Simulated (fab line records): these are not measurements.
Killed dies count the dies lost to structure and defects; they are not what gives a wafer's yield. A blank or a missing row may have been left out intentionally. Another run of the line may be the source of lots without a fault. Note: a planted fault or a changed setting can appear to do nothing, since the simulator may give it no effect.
Chamber matching || flow n5Finfet || N5_BEOL_M1_CVD_47 on cvdCo-02 has 3 sister chambers
The step deposits Co from CCTBA/H2, target thk 3 nm, time 223.8 s. 14 wafers are shown with their chamber, then 6 later ones without.

== WAFERS WITH THEIR CHAMBER ==
{"wafer": "L152.1", "chamber": 1, "runLengthS (s)": 247.4}
{"wafer": "L152.3", "chamber": 0, "runLengthS (s)": 247.3}
{"wafer": "L152.6", "chamber": 2, "runLengthS (s)": 246.8}
{"wafer": "L154.2", "chamber": 1, "runLengthS (s)": 247.0}
{"wafer": "L154.3", "chamber": 2, "runLengthS (s)": 246.8}
{"wafer": "L154.6", "chamber": 1, "runLengthS (s)": 247.7}
{"wafer": "L155.3", "chamber": 2, "runLengthS (s)": 246.9}
{"wafer": "L155.4", "chamber": 2, "runLengthS (s)": 246.6}
{"wafer": "L155.6", "chamber": 0, "runLengthS (s)": 247.8}
{"wafer": "L156.1", "chamber": 1, "runLengthS (s)": 247.2}
{"wafer": "L156.3", "chamber": 2, "runLengthS (s)": 246.5}
{"wafer": "L156.5", "chamber": 2, "runLengthS (s)": 246.6}
{"wafer": "L161.2", "chamber": 2, "runLengthS (s)": 246.4}
{"wafer": "L161.4", "chamber": 1, "runLengthS (s)": 247.0}

SIGNATURES (averages over the wafers above)
{"reading": "runLengthS", "chamber 0": 247.550, "chamber 1": 247.260, "chamber 2": 246.657, "scatter within a chamber": 0.248}
Rule: for each reading, subtract the chamber's mean from the wafer's reading, divide by that reading's scatter and square the result; add these up over the readings and take the root, which gives the wafer's distance from the chamber. If the next closest chamber is less than 2 further off than the closest, the wafer can't be placed; otherwise it belongs to the closest. The scatter: the root of (the sum of the squares of (reading less its chamber's mean) over the shown wafers, divided by (wafers less chambers)).

== WAFERS WHOSE CHAMBER IS MISSING ==
{"wafer": "L172.1", "runLengthS (s)": 247.5}
{"wafer": "L172.2", "runLengthS (s)": 247.1}
{"wafer": "L172.6", "runLengthS (s)": 246.7}
{"wafer": "L174.2", "runLengthS (s)": 246.5}
{"wafer": "L174.4", "runLengthS (s)": 246.4}
{"wafer": "L174.5", "runLengthS (s)": 247.5}

== WHICH CHAMBER EACH WENT THROUGH ==
{"wafer": "L172.1", "from the rows above": "can't be placed: 0 or 1", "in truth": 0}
{"wafer": "L172.2", "from the rows above": "can't be placed: 1 or 2 or 0", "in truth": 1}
{"wafer": "L172.6", "from the rows above": 2, "in truth": 2}
{"wafer": "L174.2", "from the rows above": 2, "in truth": 2}
{"wafer": "L174.4", "from the rows above": 2, "in truth": 2}
{"wafer": "L174.5", "from the rows above": "can't be placed: 0 or 1", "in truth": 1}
3 of 6 placed correctly. Unplaceable from these rows: 3, with the true chamber sitting among the candidates in 3. Number placed wrongly: 0.
